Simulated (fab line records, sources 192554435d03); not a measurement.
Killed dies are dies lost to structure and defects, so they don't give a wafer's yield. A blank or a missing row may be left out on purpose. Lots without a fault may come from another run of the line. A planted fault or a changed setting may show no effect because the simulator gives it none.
fab line records | flow n5_finfet
record lots=9 wafers=27 last_day=17
route steps=1938 shown BEOL_M11@1539 PASSIVATION@1936
lots that met no fault: from a run of the same line without faults
start_h: hours from the record's first day to the start of the lot's first wafer shown | wait_h: hours since the lot's step before | " the same as in the row above | L1.1+2: a row that stands for several wafers | - no value, or no start given | * or withheld: withheld | < > ~ a bound
route shown NAME@n: a module of which the file shows steps, and the number in the route of the first | usual: mean/standard deviation of fault-free wafers | same: alike in all rows | chamber/n: place in a boat | sites: the reading at each site | _std_site: their standard deviation | _edge_site: outer sites' mean less inner sites' | radius_mm: how far each site lies from the wafer's centre | mask NAME#n: copy n | behind: the tool/chamber that last shaped the wafer | hold: why the lot was held/for how many hours/how that ended | device: the transistor (n, p or np) that didn't switch | end of line: the same wafers' tests at the end of the route | a step without rows: its recipe alone | killed: dies lost to structure and defects at the first sort, not the wafer's yield | map: a wafer's dies, x killed, . not, _ none there
set.NAME: the setting as run; set.NAME@STEP: as run at that earlier step | model.NAME: the simulator's own value behind a step, which no gauge read
steps of the route over a sample of lots; a table a step, a row a wafer
services: from which hour (start_h, from the record's first day; less than 0 if before it) a tool's chamber was out of use, for how many hours, and why
## steps
# step N5_BEOL_M11_PECVD_70
# recipe material=SiO2 target_thk_a=200 temp_c=400 precursor=TEOS/O2 pressure_torr=5.5 rf_w=450 teos_flow_sccm=53.8 gas=O2 flow_sccm=3000 time_s=22.7
# usual heater_power_w=802/92 showerhead_plenum_p_Torr=8.79/0.05 throttle_valve_pct=22.1/0.94
# same time_s=22.7
# columns lot.wafer tool chamber start_h wait_h heater_power_w showerhead_plenum_p_Torr throttle_valve_pct
L657.1 pecvd-02 2 222.76 0.0 801 8.86 22.9
L657.4 " 1 " " 799 8.75 21.8
L657.5 " 2 " " 810 8.83 23.1
L658.2 pecvd-02 1 226.34 0.0 796 8.74 21.7
L658.3 " 2 " " 817 8.86 22.9
L658.6 " 0 " " 837 8.85 21.8
L665.1 pecvd-02 1 281.03 0.0 727 8.76 22.2
L665.2 " 2 " " 873 8.83 23.4
L665.4 " 1 " " 722 8.74 21.6
L666.1 pecvd-04 0 289.98 0.0 1040 8.83 22.4
L666.2 " 1 " " 668 8.71 22.8
L666.3 " 2 " " 816 8.79 20.5
L667.2 pecvd-04 1 291.07 0.0 732 8.72 22.5
L667.3 " 2 " " 833 8.81 20.4
L667.4 " 2 " " 816 8.77 20.3
L673.2 pecvd-04 2 318.95 0.0 860 8.81 20.3
L673.5 " 2 " " 868 8.79 20.3
L673.6 " 1 " " 685 8.73 23.2
L674.1 pecvd-04 2 323.33 0.0 849 8.78 20.4
L674.4 " 1 " " 693 8.70 23.0
L674.6 " 0 " " 972 8.79 22.8
L676.1 pecvd-02 1 348.93 0.0 692 8.74 22.1
L676.2 " 2 " " 838 8.83 23.6
L676.6 " 0 " " 808 8.87 21.8
L677.1 pecvd-04 1 355.12 0.0 752 8.72 22.8
L677.2 " 0 " " 1009 8.83 22.4
L677.4 " 1 " " 762 8.71 22.9
# step N5_BEOL_M11_INSPECT_30
# recipe mode=adi inspect_instrument=brightfield
# usual raw_defect_count=367/77
# columns lot.wafer tool chamber start_h wait_h raw_defect_count
L657.1 defect_inspect-02 - 224.92 0.0 318
L657.4 " - " " 372
L657.5 " - " " 256
L658.2 defect_inspect-01 - 228.18 0.0 424
L658.3 " - " " 382
L658.6 " - " " 551
L665.1 defect_inspect-01 - 284.35 0.0 360
L665.2 " - " " 278
L665.4 " - " " 270
L666.1 defect_inspect-02 - 292.78 0.0 377
L666.2 " - " " 342
L666.3 " - " " 363
L667.2 defect_inspect-02 - 293.70 0.0 346
L667.3 " - " " 298
L667.4 " - " " 406
L673.2 defect_inspect-02 - 321.16 0.0 564
L673.5 " - " " 517
L673.6 " - " " 496
L674.1 defect_inspect-01 - 327.51 0.0 314
L674.4 " - " " 377
L674.6 " - " " 252
L676.1 defect_inspect-01 - 350.87 0.0 316
L676.2 " - " " 254
L676.6 " - " " 382
L677.1 defect_inspect-02 - 357.64 0.0 327
L677.2 " - " " 296
L677.4 " - " " 380
# step N5_BEOL_M11_TRENCH_ETCH_37
# recipe chemistry=C4F6/O2 target_depth_a=1488.3 target=SiCOH_lowk time_s=48 ion_energy_ev=250 pressure_mtorr=30 source_w=345 bias_w=185 Ar_flow_sccm=300 C4F6_flow_sccm=10 O2_flow_sccm=10
# usual C4F6_flow_sccm=10.00/0.031 drypump_motor_current_A=5.7/0.41 oes_product_au=0.79/0.077 rf_vpp_V=663/6.8 showerhead_plenum_p_Torr=2.84/0.06 throttle_valve_pct=20.88/0.28
# same time_s=48
# columns lot.wafer tool chamber start_h wait_h C4F6_flow_sccm drypump_motor_current_A oes_product_au rf_hours_counter_h rf_vpp_V showerhead_plenum_p_Torr throttle_valve_pct
L657.1 rie_diel-03 2 225.27 - 10.00 5.5 0.73 158 664 2.84 20.89
L657.4 " 0 " " 9.99 6.2 0.78 137 662 2.74 20.65
L657.5 " 0 " " 9.98 6.1 0.77 - 661 2.74 20.64
L658.2 rie_diel-01 1 228.52 - 10.02 5.7 0.83 92 678 2.88 20.92
L658.3 " 3 " " 9.96 5.1 0.96 11 666 2.91 20.62
L658.6 " 2 " " 10.00 5.7 0.83 - 671 2.76 20.59
L665.1 rie_diel-01 3 285.51 - 10.03 5.2 0.91 32 665 2.90 20.65
L665.2 " 1 " " 10.07 5.7 0.81 109 677 2.87 20.93
L665.4 " 2 " " 9.99 5.7 0.81 91 669 2.75 20.61
L666.1 rie_diel-01 0 293.40 - 9.97 5.6 0.73 176 661 2.84 20.99
L666.2 " 3 " " 9.95 5.1 0.91 35 665 2.90 20.65
L666.3 " 2 " " 9.99 5.7 1.00 94 668 2.75 20.68
L667.2 rie_diel-01 1 294.73 - 9.97 5.7 0.80 113 680 2.87 20.93
L667.3 " 3 " " 10.02 5.2 0.91 36 666 2.90 20.64
L667.4 " 2 " " 10.03 5.7 1.00 95 672 2.75 20.69
L673.2 rie_diel-05 3 321.51 - 9.95 5.4 0.72 202 658 2.82 21.42
L673.5 " 2 " " 9.95 5.0 0.85 - 651 2.90 20.40
L673.6 " 1 " " 10.02 6.2 0.77 - 666 2.86 21.27
L674.1 rie_diel-05 0 328.04 - 9.95 5.7 0.95 8 656 2.80 20.94
L674.4 " 1 " " 10.04 6.2 0.77 129 664 2.86 21.28
L674.6 " 0 " " 9.99 5.7 0.95 - 657 2.80 20.92
L676.1 rie_diel-03 0 351.22 - 9.99 6.2 0.73 184 661 2.72 20.69
L676.2 " 2 " " 10.01 5.5 0.71 192 664 2.83 20.94
L676.6 " 2 " " 10.05 5.5 0.71 - 665 2.83 20.93
L677.1 rie_diel-05 2 358.24 - 10.00 5.0 0.83 67 649 2.89 20.43
L677.2 " 0 " " 10.01 5.7 0.93 18 655 2.80 20.94
L677.4 " 2 " " 10.00 5.0 0.83 - 652 2.89 20.43
# step N5_BEOL_M11_OCD_MEAS_38
# usual trench_depth_nm=148.1/2
# columns lot.wafer tool chamber start_h wait_h trench_depth_nm
L657.1 ocd-02 - 225.45 - 148.3
L657.4 " - " " 146.8
L657.5 " - " " 146.1
L658.2 ocd-01 - 228.70 - 148.8
L658.3 " - " " 151.3
L658.6 " - " " 150.8
L665.1 ocd-02 - 285.69 - 150.1
L665.2 " - " " 149.1
L665.4 " - " " 149.6
L666.1 ocd-01 - 293.58 - 148.2
L666.2 " - " " 151.1
L666.3 " - " " 208.2
L667.2 ocd-02 - 294.92 - 147.5
L667.3 " - " " 151.5
L667.4 " - " " 209.1
L673.2 ocd-01 - 321.69 - 146.4
L673.5 " - " " 149.6
L673.6 " - " " 145.6
L674.1 ocd-02 - 328.22 - 151.3
L674.4 " - " " 146.9
L674.6 " - " " 150.9
L676.1 ocd-01 - 351.40 - 145.5
L676.2 " - " " 146.9
L676.6 " - " " 147.4
L677.1 ocd-02 - 358.42 - 150.6
L677.2 " - " " 150.3
L677.4 " - " " 150.6
# step N5_BEOL_M11_SPUTTER_48
# recipe material=Cu target_thk_a=120 temp_c=-20 bias_v=60 power_w=26000 chamber_pressure_pa=0.13 time_s=2
# usual throttle_valve_pct=30.1/0.41
# same time_s=2
# columns lot.wafer tool chamber start_h wait_h throttle_valve_pct
L657.1 pvd_sputter-01 - 226.98 0.1 30.2
L657.4 " - " " 30.7
L657.5 " - " " 30.0
L658.2 pvd_sputter-01 - 230.00 0.1 30.9
L658.3 " - " " 29.6
L658.6 " - " " 29.7
L665.1 pvd_sputter-03 - 287.44 0.1 30.5
L665.2 " - " " 30.5
L665.4 " - " " 29.8
L666.1 pvd_sputter-03 - 295.02 0.2 29.8
L666.2 " - " " 29.7
L666.3 " - " " 30.2
L667.2 pvd_sputter-03 - 296.21 0.1 29.8
L667.3 " - " " 30.0
L667.4 " - " " 30.5
L673.2 pvd_sputter-03 - 323.03 0.1 30.1
L673.5 " - " " 29.8
L673.6 " - " " 30.4
L674.1 pvd_sputter-01 - 329.69 0.1 30.8
L674.4 " - " " 30.9
L674.6 " - " " 29.9
L676.1 pvd_sputter-02 - 352.59 0.1 29.5
L676.2 " - " " 30.4
L676.6 " - " " 29.9
L677.1 pvd_sputter-01 - 360.10 0.1 29.8
L677.2 " - " " 29.7
L677.4 " - " " 30.9
# step N5_BEOL_M11_THK_MEAS_53
# recipe thk_meas_gauge=xrf reads=Cu_of_BEOL_M11_ECD_50
# usual M11_THK=142.5/2.5
# columns lot.wafer tool chamber start_h wait_h M11_THK[nm]
L657.1 film_metro-01 - 227.82 - 145.2
L657.4 " - " " 144.1
L657.5 " - " " 143.4
L658.2 film_metro-01 - 231.57 - 142.6
L658.3 " - " " 144.8
L658.6 " - " " 145.5
L665.1 film_metro-01 - 288.54 - 145.8
L665.2 " - " " 144.0
L665.4 " - " " 144.0
L666.1 film_metro-02 - 296.16 - 139.4
L666.2 " - " " 145.2
L666.3 " - " " 202.9
L667.2 film_metro-02 - 297.03 - 141.0
L667.3 " - " " 144.9
L667.4 " - " " 203.6
L673.2 film_metro-01 - 324.07 - 139.7
L673.5 " - " " 144.2
L673.6 " - " " 138.5
L674.1 film_metro-01 - 330.52 0.3 146.4
L674.4 " - " " 141.9
L674.6 " - " " 146.0
L676.1 film_metro-01 - 353.71 - 138.6
L676.2 " - " " 139.7
L676.6 " - " " 141.1
L677.1 film_metro-01 - 361.23 - 144.8
L677.2 " - " " 145.6
L677.4 " - " " 147.0
# step N5_BEOL_M11_RS_MEAS_57
# recipe thk_meas_gauge=four-point-probe reads=Cu_of_BEOL_M11_ECD_50+Co_of_BEOL_M11_CVD_75+TaN_of_BEOL_M11_ALD_74
# usual M11_RS=0.1518/0.0025
# columns lot.wafer tool chamber start_h wait_h M11_RS[ohm/sq]
L657.1 film_metro-02 - 227.98 0.1 0.1500
L657.4 " - " " 0.1521
L657.5 " - " " 0.1522
L658.2 film_metro-02 - 231.73 0.1 0.1515
L658.3 " - " " 0.1501
L658.6 " - " " 0.1483
L665.1 film_metro-01 - 288.66 0.0 0.1495
L665.2 " - " " 0.1511
L665.4 " - " " 0.1517
L666.1 film_metro-02 - 296.28 0.0 0.1543
L666.2 " - " " 0.1478
L666.3 " - " " 0.1031
L667.2 film_metro-02 - 297.16 0.0 0.1519
L667.3 " - " " 0.1468
L667.4 " - " " 0.1022
L673.2 film_metro-02 - 324.20 0.0 0.1539
L673.5 " - " " 0.1487
L673.6 " - " " 0.1555
L674.1 film_metro-01 - 330.65 0.0 0.1477
L674.4 " - " " 0.1527
L674.6 " - " " 0.1480
L676.1 film_metro-02 - 353.83 0.0 0.1551
L676.2 " - " " 0.1543
L676.6 " - " " 0.1521
L677.1 film_metro-02 - 361.35 0.0 0.1499
L677.2 " - " " 0.1500
L677.4 " - " " 0.1489
# step N5_PASSIVATION_PROBE_49
# usual defect_limited_yield=91.3/1.3 killed_at_M0_to_M3=33/8.9 killed_at_M4_up=15/5.4 killed_at_contacts=13/5.8 killed_at_front_end=39/9.9 killed_at_other=3.2/2.9 killed_dies=102/15 killed_open=68/12 killed_short=34/7.6 sort_bin_5_function=5.1/0.89 sort_bin_6_memory=3.2/0.63 sort_bin_8_speed=0.00/0.007 sort_n_pass=1078/15 sort_yield_pct=91.3/1.3
# same gross_dies=1180 killed_at_back_side=0 sort_bin_4_leakage[%]=0
# columns lot.wafer tool chamber start_h wait_h defect_limited_yield[%] killed_at_M0_to_M3 killed_at_M4_up killed_at_contacts killed_at_front_end killed_at_other killed_dies killed_open killed_short sort_bin_5_function[%] sort_bin_6_memory[%] sort_bin_8_speed[%] sort_n_pass sort_yield_pct[%]
L665.1 prober-01 - 331.56 0.0 89.7 31 14 13 59 5 122 86 36 6.7 3.1 0 1058 89.7
L665.2 prober-01 - 331.61 0.1 92.2 26 21 3 40 2 92 54 38 4.0 3.5 0 1088 92.2
L665.4 prober-01 - 331.71 0.2 90.2 39 18 13 45 1 116 82 34 5.5 4.1 0 1064 90.2
L673.2 prober-02 - 364.78 0.1 90.0 40 14 23 40 1 118 89 28 6.2 3.7 0 1062 90.0
L673.5 prober-02 - 364.93 0.2 89.8 42 15 15 48 0 120 75 44 6.0 3.6 0 1060 89.8
L673.6 prober-02 - 364.98 0.3 89.5 45 13 18 45 3 124 87 34 5.3 4.7 0 1056 89.5
L674.1 prober-01 - 369.10 0.0 91.9 34 10 10 32 9 95 54 40 4.7 3.0 0 1085 91.9
L674.4 prober-01 - 369.25 0.2 91.9 29 9 17 40 1 96 59 36 4.7 3.1 0 1084 91.9
L674.6 prober-01 - 369.35 0.3 91.8 50 9 17 21 0 97 66 29 4.7 3.2 0 1083 91.8
# killed by level:class
L665.1 STI_FIN_REVEAL:geometric_particle:open=15 MOL_CONTACT_COAG:geometric_particle:open=11 FIN_SAQP:geometric_particle:short=10 FIN_SAQP:geometric_particle:open=9 DUMMY_GATE:geometric_particle:open=9 BEOL_M2:geometric_particle:open=8 BEOL_M4:geometric_particle:open=8 BEOL_M3:geometric_particle:open=5
L665.2 BEOL_M4:geometric_particle:open=7 DUMMY_GATE:geometric_particle:open=6 BEOL_M0:geometric_particle:open=6 FIN_SAQP:geometric_particle:short=5 STI_FIN_REVEAL:geometric_particle:open=5 GATE_CUT:geometric_particle:short=5 FIN_SAQP:geometric_particle:open=4 FIN_CUT:geometric_particle:short=4
L665.4 BEOL_M3:geometric_particle:open=13 STI_FIN_REVEAL:geometric_particle:open=9 FIN_SAQP:geometric_particle:short=8 MOL_CONTACT_COAG:geometric_particle:open=8 BEOL_M4:geometric_particle:open=8 FIN_SAQP:geometric_particle:open=6 GATE_CUT:geometric_particle:short=5 MOL_CONTACT_COAG:geometric_particle:short=5
L673.2 MOL_CONTACT_COAG:geometric_particle:open=21 BEOL_M0_SAQP:geometric_particle:open=11 BEOL_M3:geometric_particle:open=11 STI_FIN_REVEAL:geometric_particle:open=10 FIN_SAQP:geometric_particle:short=8 BEOL_M2:geometric_particle:open=8 BEOL_M0_SAQP:geometric_particle:short=7 GATE_CUT:geometric_particle:open=5
L673.5 STI_FIN_REVEAL:geometric_particle:open=13 MOL_CONTACT_COAG:geometric_particle:open=12 BEOL_M0_SAQP:geometric_particle:short=12 BEOL_M0_SAQP:geometric_particle:open=9 BEOL_M3:geometric_particle:open=8 FIN_SAQP:geometric_particle:open=7 GATE_CUT:geometric_particle:short=6 BEOL_M2:geometric_particle:open=6
L673.6 MOL_CONTACT_COAG:geometric_particle:open=15 STI_FIN_REVEAL:geometric_particle:open=12 BEOL_M3:geometric_particle:open=12 BEOL_M0_SAQP:geometric_particle:open=10 BEOL_M1:geometric_particle:open=7 FIN_SAQP:geometric_particle:open=6 FIN_SAQP:geometric_particle:short=5 STI_FIN_REVEAL:geometric_particle:short=5
L674.1 BEOL_M3:geometric_particle:open=13 MOL_CONTACT_COAG:geometric_particle:open=9 FIN_SAQP:geometric_particle:short=7 BEOL_M0_SAQP:geometric_particle:short=5 DUMMY_GATE:geometric_particle:open=4 BEOL_M0_SAQP:geometric_particle:open=4 MIM_TOP_ETCH:geometric_particle:short=4 FIN_SAQP:geometric_particle:open=3
L674.4 FIN_SAQP:geometric_particle:open=13 MOL_CONTACT_COAG:geometric_particle:open=10 FIN_SAQP:geometric_particle:short=7 MOL_CONTACT_COAG:geometric_particle:short=7 BEOL_M0_SAQP:geometric_particle:short=7 BEOL_M2:geometric_particle:open=7 ILD0:geometric_particle:open=5 STI_FIN_REVEAL:geometric_particle:open=4
L674.6 BEOL_M0_SAQP:geometric_particle:open=15 BEOL_M3:geometric_particle:open=13 MOL_CONTACT_COAG:geometric_particle:open=13 BEOL_M0_SAQP:geometric_particle:short=7 FIN_SAQP:geometric_particle:open=5 BEOL_M3:geometric_particle:short=5 MOL_CONTACT_COAG:geometric_particle:short=4 FIN_SAQP:geometric_particle:short=3
## services
# columns tool chamber start_h hours kind
pecvd-04 1 199.60 5.5 scheduled_down
pecvd-04 2 205.34 - clean
pecvd-04 2 205.34 - consumable_replace:showerhead
pecvd-04 2 205.34 29.0 scheduled_down
pecvd-04 2 205.34 29.0 vent_cycle
rie_diel-01 - 232.90 2.8 pm
rie_diel-03 2 248.66 32.5 repair
rie_diel-05 - 255.94 4.4 repair
rie_diel-03 3 261.12 1.6 repair
rie_diel-05 0 261.54 - clean
rie_diel-05 0 261.54 - consumable_replace:focus_ring
rie_diel-05 0 261.54 20.1 scheduled_down
rie_diel-05 0 261.54 20.1 vent_cycle
rie_diel-05 - 265.35 34.4 repair
pvd_sputter-03 - 338.38 2.8 repair
rie_diel-03 1 349.49 7.0 repair
rie_diel-05 3 353.07 7.0 repair
## key
first_sign step=N5_BEOL_M11_TRENCH_ETCH_37 reading=oes_product_au direction=up sigmas=2.7 usual=0.79 struck=1.00
effect step=N5_BEOL_M11_OCD_MEAS_38 reading=trench_depth_nm direction=up sigmas=31 usual=148.1 struck=208.7
effect step=N5_BEOL_M11_THK_MEAS_53 reading=M11_THK direction=up sigmas=25 usual=142.5 struck=203.3
effect step=N5_BEOL_M11_RS_MEAS_57 reading=M11_RS direction=down sigmas=19 usual=0.1518 struck=0.1026
met_at N5_BEOL_M11_TRENCH_ETCH_37
struck_lots L666,L667
struck_wafers L666.3,L667.4
not_acting_at N5_BEOL_M11_PECVD_70,N5_BEOL_M11_INSPECT_30,N5_BEOL_M11_SPUTTER_48
onset_between 285.51 293.40
fault kind=process_parameter_drift tool=rie_diel-01 chamber=2 onset_h=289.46 steps=N5_BEOL_M11_TRENCH_ETCH_37 channel=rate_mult offset=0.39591 shape=step end_h=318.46
